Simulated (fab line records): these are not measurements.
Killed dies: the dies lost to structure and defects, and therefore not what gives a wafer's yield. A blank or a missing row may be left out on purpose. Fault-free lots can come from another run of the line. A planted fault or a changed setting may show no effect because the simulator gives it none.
Problem report in the 8D (eight disciplines) form, filled by code ; flow n5 finfet ; the parts of the form that need people (team, actions taken, sign-off) are left out

1. THE ISSUE
At N5_BEOL_M9_ETCH_66, bias w averages 124.6 W over 2 wafers from 2 lots, while fault-free wafers read 150.0 W, standard deviation 0.35. Relative to the usual mean, that is a shift of -73 standard deviations.
The step: etches SOC in N2/H2, target depth 80 nm, overetch 16 nm, time 120 s.
The first sign was on wafer L158.5 at day 11 15:10, on rie diel-06. The record has a number at this step for 30 wafers belonging to 10 lots. By rule, "out" or "out of limits" means more than 4 standard deviations away from the usual mean. The other wafers with a number count as sound.

2. WHAT IT IS AND WHAT IT IS NOT
question;is;is not
which readings at this step;bias w, rf vpp V;drypump motor current A, oes product au, rf fwd power W, showerhead plenum p Torr, throttle valve pct
which lots;L158, L161;L151, L152, L154, L157, L166, L167, L170, L173
which wafers of those lots;L158.5, L161.5;L158.2, L158.4, L161.3, L161.6
read on which tools;rie diel-06;rie diel-01, rie diel-03
when;from day 11 15:10;"up to then (11 sound wafers); but 17 sound wafers of L157, L161, L166, L167, L170, L173 came after"

3. WHAT RULES OUT EACH SUSPECT
Counting: any tool at a process step up to the reading remains a suspect provided it ran every lot that is out. Sound lots after the first of them don't rule it out here, since some wafers of a struck lot are sound.
- rie diel-06 at N5_BEOL_M9_ETCH_66 (etches SOC in N2/H2, target depth 80 nm, overetch 16 nm, time 120 s): kept. Every lot that is out went through it, the first being L158 (day 11 15:10); the last sound lot it ran before that was L154 (day 10 12:05). Its own bias w, rf vpp V readings are out on those wafers.
- In rie diel-06 at N5_BEOL_M9_ETCH_66, the wafers that are out were processed in chamber 3 and their sound lot-mates in chambers 0, 1.
The count leaves rie diel-06 at N5_BEOL_M9_ETCH_66.

4. THE CAUSE (what the simulator had put in)
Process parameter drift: rie diel-06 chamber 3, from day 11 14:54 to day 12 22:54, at N5_BEOL_M9_ETCH_66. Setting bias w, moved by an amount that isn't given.
The count eliminated every tool but this one.

5. SEQUENCE OF EFFECTS, ordered by route
Each row: a reading whose mean over the struck wafers that have a number lies more than 3 standard deviations from the usual. Readings are gone through only where the record gives a usual standard deviation; hours: the median, over the lots, of the time from a lot's start at the first step in this table giving one to that lot's start at this step; sigmas: the change measured in usual standard deviations.
hours;step;reading;usual;on struck wafers;change;sigmas
0;N5_BEOL_M9_ETCH_66;bias w;150.0 W;124.6;-25.4;-73
0;N5_BEOL_M9_ETCH_66;rf vpp V;522.2 V;462.2;-60.0;-35
66;N5_PASSIVATION_PROBE_49;killed_at_M4_up;14;32;+18;+3.2
Process steps it contains:
- N5_BEOL_M9_ETCH_66: etches SOC in N2/H2, target depth 80 nm, overetch 16 nm, time 120 s.
- N5_PASSIVATION_PROBE_49

6. WHAT WOULD HAVE CAUGHT IT SOONER
In this record the first reading out of limits was taken at day 11 15:10, 0 hours after the fault began at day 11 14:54.
